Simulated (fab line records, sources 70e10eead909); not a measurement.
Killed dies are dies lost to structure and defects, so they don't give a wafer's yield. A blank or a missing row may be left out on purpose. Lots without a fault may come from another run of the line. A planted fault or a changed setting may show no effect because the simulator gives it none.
Which tool did it? | flow nand_harc | 13 lots, 39 wafers sampled, at 4 steps of a route of 1302

WHAT THE GAUGES READ, wafer by wafer
NHARC_P_GATE_CD_MEAS_59: target cd 720 nm. Usual: cd_nm 719.2 nm, standard deviation 1.1.
lot  | measured     | on        | cd_nm (nm)        | flag
L706 | day 6 07:33  | cd_sem-03 | 718.9 718.4 718.9 |
L707 | day 6 06:22  | cd_sem-03 | 720.7 720.3 718.6 |
L709 | day 6 22:53  | cd_sem-02 | 721.5 721.0 720.1 |
L708 | day 6 23:10  | cd_sem-01 | 718.2 718.5 719.2 |
L713 | day 8 11:08  | cd_sem-01 | 791.0 790.8 791.7 | OFF
L720 | day 11 16:04 | cd_sem-02 | 717.7 720.7 721.2 |
L722 | day 12 14:17 | cd_sem-02 | 720.2 720.6 721.5 |
L723 | day 12 22:29 | cd_sem-02 | 717.2 718.2 717.3 |
L724 | day 13 04:45 | cd_sem-02 | 719.5 718.3 718.2 |
L725 | day 13 12:56 | cd_sem-01 | 719.0 719.2 721.4 |
L726 | day 13 18:56 | cd_sem-03 | 718.8 720.8 719.8 |
L728 | day 14 20:06 | cd_sem-02 | 719.3 719.4 718.3 |
L729 | day 15 11:11 | cd_sem-01 | 720.0 719.4 719.5 |

WHICH TOOL RAN EACH LOT (tool, then ch and the chambers of the sampled wafers, then the start)
lot  | NHARC_P_GATE_DEP_103            | NHARC_P_GATE_ETCHBACK_37                      | NHARC_P_GATE_EXPOSE_56
L706 | pecvd-01 ch 0,1, day 5 15:19    | rie_diel-09 ch 0,2,3, day 6 07:23 or earlier  | krf_scanner-01 ch 0, day 6 07:23
L707 | pecvd-02 ch 1,2, day 5 16:01    | rie_diel-11 ch 0,2,3, day 6 06:13 or earlier  | krf_scanner-03 ch 0, day 6 06:13
L709 | pecvd-02 ch 0,1,2, day 6 08:28  | rie_diel-09 ch 1,2,3, day 6 22:44 or earlier  | krf_scanner-04 ch 0, day 6 22:44
L708 | pecvd-01 ch 0,1,2, day 6 08:46  | rie_diel-08 ch 0,1,3, day 6 23:01 or earlier  | krf_scanner-03 ch 0, day 6 23:01
L713 | pecvd-03 ch 1,2, day 7 20:57    | rie_diel-11 ch 0,1,2, day 8 10:58 or earlier  | krf_scanner-03 ch 0, day 8 10:58
L720 | pecvd-03 ch 0,1,2, day 11 00:47 | rie_diel-11 ch 0,2,3, day 11 15:55 or earlier | krf_scanner-01 ch 0, day 11 15:55
L722 | pecvd-03 ch 0,2, day 11 23:51   | rie_diel-09 ch 0,1,2, day 12 14:07 or earlier | krf_scanner-03 ch 0, day 12 14:07
L723 | pecvd-01 ch 1,2, day 12 08:23   | rie_diel-11 ch 0,2,3, day 12 22:20 or earlier | krf_scanner-01 ch 0, day 12 22:20
L724 | pecvd-02 ch 1,2, day 12 14:26   | rie_diel-09 ch 1,2,3, day 13 04:35 or earlier | krf_scanner-04 ch 0, day 13 04:35
L725 | pecvd-03 ch 1,2, day 12 22:38   | rie_diel-09 ch 0,1,3, day 13 12:46 or earlier | krf_scanner-01 ch 0, day 13 12:46
L726 | pecvd-01 ch 0,1,2, day 13 04:49 | rie_diel-11 ch 0,1,3, day 13 18:47 or earlier | krf_scanner-01 ch 0, day 13 18:47
L728 | pecvd-03 ch 0,1,2, day 14 05:38 | rie_diel-11 ch 0,2, day 14 19:57 or earlier   | krf_scanner-03 ch 0, day 14 19:57
L729 | pecvd-01 ch 0,1,2, day 14 20:42 | rie_diel-08 ch 0,1,3, day 15 11:02 or earlier | krf_scanner-01 ch 0, day 15 11:02
- NHARC_P_GATE_DEP_103: deposits SiON, target thk 30 nm.
- NHARC_P_GATE_ETCHBACK_37: etches the open film in CHF3/O2, target depth 34.5 nm, time 17.2 s.
- NHARC_P_GATE_EXPOSE_56: exposes mask P PSD, target cd 720 nm.

WHAT THE TOOLS THEMSELVES READ (means of the sampled wafers that have a number; where no wafer has one, the mark that the record gives instead)
NHARC_P_GATE_DEP_103. Usual: heater_power_w 710 W, standard deviation 99.
lot  | tool     | heater_power_w (W) | flag
L706 | pecvd-01 | 709                |
L707 | pecvd-02 | 712                |
L709 | pecvd-02 | 716                |
L708 | pecvd-01 | 653                |
L713 | pecvd-03 | 808                |
L720 | pecvd-03 | 756                |
L722 | pecvd-03 | 672                |
L723 | pecvd-01 | 676                |
L724 | pecvd-02 | 704                |
L725 | pecvd-03 | 732                |
L726 | pecvd-01 | 677                |
L728 | pecvd-03 | 698                |
L729 | pecvd-01 | 680                |

NHARC_P_GATE_ETCHBACK_37. Usual: drypump_motor_current_A 5.7 A, standard deviation 0.54; oes_product_au 0.95 a.u., standard deviation 0.033; rf_vpp_V 371.3 V, standard deviation 2.2; showerhead_plenum_p_Torr 2.43 Torr, standard deviation 0.095; throttle_valve_pct 20.573 %, standard deviation 0.0084.
lot  | tool        | drypump_motor_current_A (A) | oes_product_au (a.u.) | rf_vpp_V (V) | showerhead_plenum_p_Torr (Torr) | throttle_valve_pct (%) | flag
L706 | rie_diel-09 | 5.4                         | 0.97                  | 373.5        | 2.50                            | 20.581                 |
L707 | rie_diel-11 | 5.8                         | 0.94                  | 371.1        | 2.42                            | 20.583                 |
L709 | rie_diel-09 | 5.3                         | 0.92                  | 374.2        | 2.54                            | 20.563                 |
L708 | rie_diel-08 | 5.5                         | 0.93                  | 371.1        | 2.42                            | 20.575                 |
L713 | rie_diel-11 | 5.9                         | 0.94                  | 370.1        | 2.39                            | 20.580                 |
L720 | rie_diel-11 | 5.8                         | 1.00                  | 370.6        | 2.42                            | 20.577                 |
L722 | rie_diel-09 | 5.2                         | 0.92                  | 372.0        | 2.52                            | 20.567                 |
L723 | rie_diel-11 | 5.8                         | 0.93                  | 370.9        | 2.42                            | 20.568                 |
L724 | rie_diel-09 | 5.3                         | 0.92                  | 373.6        | 2.53                            | 20.576                 |
L725 | rie_diel-09 | 5.5                         | 0.93                  | 372.7        | 2.51                            | 20.580                 |
L726 | rie_diel-11 | 6.1                         | 1.00                  | 372.1        | 2.43                            | 20.579                 |
L728 | rie_diel-11 | 5.6                         | 1.00                  | 369.6        | 2.38                            | 20.577                 |
L729 | rie_diel-08 | 5.5                         | 0.94                  | 370.9        | 2.41                            | 20.578                 |

THE ANSWER, worked out from the rows above alone
Rule: a lot is off if the mean of its wafers that have a number lies more than 3 standard deviations from the usual mean. A lot without any number at a reading at which 4 lots or more have one is off too. The other lots that the step has rows for count as sound. The gauges are gone through in route order, then the tools' own readings, and for those a lot's mean is taken as printed above. The first step at which some lot is off is used, and at that step the reading that is off furthest; a lot without a number counts as furthest.
Off: L713, at NHARC_P_GATE_CD_MEAS_59 (cd_nm).
A tool fits if, at a process step before that reading, it ran every lot that is off, and no sound lot after the first of them. The gauges at NHARC_P_GATE_CD_MEAS_59 are tried like those tools. NHARC_P_GATE_ETCHBACK_37 gives no start for some lots, so the hours and the order of its lots are those of NHARC_P_GATE_EXPOSE_56. None of those tried fits.

WHAT THE SIMULATOR HAD PUT IN
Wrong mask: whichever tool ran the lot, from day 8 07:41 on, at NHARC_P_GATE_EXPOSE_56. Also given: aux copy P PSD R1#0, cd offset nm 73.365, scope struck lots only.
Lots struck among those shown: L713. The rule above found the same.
